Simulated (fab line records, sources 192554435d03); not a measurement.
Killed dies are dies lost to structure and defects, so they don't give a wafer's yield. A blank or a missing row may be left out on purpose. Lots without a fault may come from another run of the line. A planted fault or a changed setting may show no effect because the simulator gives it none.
Split-lot experiment | flow n5_finfet | 7 lots, 21 wafers read, on a route of 1938 steps

THE SPLIT
At N5_BEOL_M3_EXPOSE_25 (exposes mask V2, defocus 5 nm), the setting dose_mj was moved away from the recipe's 63 on 6 of the 21 wafers read, by -6.7% to +5.4%. The other wafers ran this setting at the recipe's value.

FROM THE SPLIT TO THE READING: what the file shows between them, 2 steps
- N5_BEOL_M3_PEB_26: peb time 60 s
- N5_BEOL_M3_DEVELOP_27: develop time 30 s

THE READING
cd_nm, in nm, at N5_BEOL_M3_CD_MEAS_28 (target cd 25.7 nm, target cd y 23.3 nm). Fault-free wafers of this fab line usually give 25.77 nm, standard deviation 0.23 nm.

wafer  | tool, chamber at the split | dose_mj as run | against the recipe | cd_nm, nm | against lot-mates on the recipe
L078.4 | euv_scanner-01, 0          | 61.78          | -1.9%              | 25.86     | -0.43
L078.5 | euv_scanner-01, 0          | 63             | recipe             | 26.29     | -
L078.6 | euv_scanner-01, 0          | 61.78          | -1.9%              | 25.47     | -0.82
L082.3 | euv_scanner-01, 0          | 63             | recipe             | 25.73     | -
L082.4 | euv_scanner-01, 0          | 64.33          | +2.1%              | 26.04     | +0.31
L082.5 | euv_scanner-01, 0          | 64.33          | +2.1%              | 26.50     | +0.77
L085.2 | euv_scanner-02, 0          | 63             | recipe             | 25.77     | -
L085.3 | euv_scanner-02, 0          | 63             | recipe             | 25.84     | -
L085.5 | euv_scanner-02, 0          | 63             | recipe             | 25.63     | -
L088.2 | euv_scanner-01, 0          | 63             | recipe             | 25.82     | -
L088.3 | euv_scanner-01, 0          | 66.39          | +5.4%              | 27.00     | +1.18
L088.6 | euv_scanner-01, 0          | 63             | recipe             | 25.82     | -
L089.1 | euv_scanner-01, 0          | 63             | recipe             | 25.60     | -
L089.2 | euv_scanner-01, 0          | 63             | recipe             | 25.96     | -
L089.5 | euv_scanner-01, 0          | 63             | recipe             | 25.90     | -
L091.1 | euv_scanner-02, 0          | 63             | recipe             | 25.50     | -
L091.3 | euv_scanner-02, 0          | 63             | recipe             | 25.60     | -
L091.5 | euv_scanner-02, 0          | 63             | recipe             | 25.79     | -
L093.2 | euv_scanner-01, 0          | 63             | recipe             | 25.38     | -
L093.5 | euv_scanner-01, 0          | 58.81          | -6.7%              | 24.62     | -1.13
L093.6 | euv_scanner-01, 0          | 63             | recipe             | 26.12     | -

THE FIT
A straight line over all 21 wafers: cd_nm changes by +0.188 nm for each +1% of dose_mj; r = +0.86; the points scatter about the line by 0.24 nm.
The same after taking each lot's own level away (the mean of its wafers on the recipe; 21 wafers): +0.207 nm for each +1%; r = +0.91; scatter 0.2 nm.
On that fit, the largest move of dose_mj shifts the reading by 1.4 nm.
The lots' own levels span 25.630 to 26.290 nm, that is 2.9 times the standard deviation above.
So the lot-to-lot level changes the slope little: the two slopes agree.
Check: with one of the wafers moved furthest among these (-6.7%) left out of the fit, the line predicts -1.66 nm for it against its lot-mates. It came out at -1.13 nm against them.

OTHER SPLITS ON THESE WAFERS
These wafers also went through other splits before the reading. Each is held against what the fit with the lots' levels taken away leaves over:
other split on the same wafers | wafers away from the commonest value | r with cd_nm (lot level and that fit taken away)
N5_BEOL_M1_COAT_05 spin_rpm    | 8                                    | +0.19
N5_BEOL_M1_EXPOSE_08 dose_mj   | 6                                    | +0.13
N5_BEOL_M2_EXPOSE_25 dose_mj   | 9                                    | +0.19
N5_BEOL_M2_SPUTTER_94 time_s   | 7                                    | +0.57

THE FILE'S OWN FIT
cd_nm changes by +0.199 nm for each +1% of dose_mj, r = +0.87.
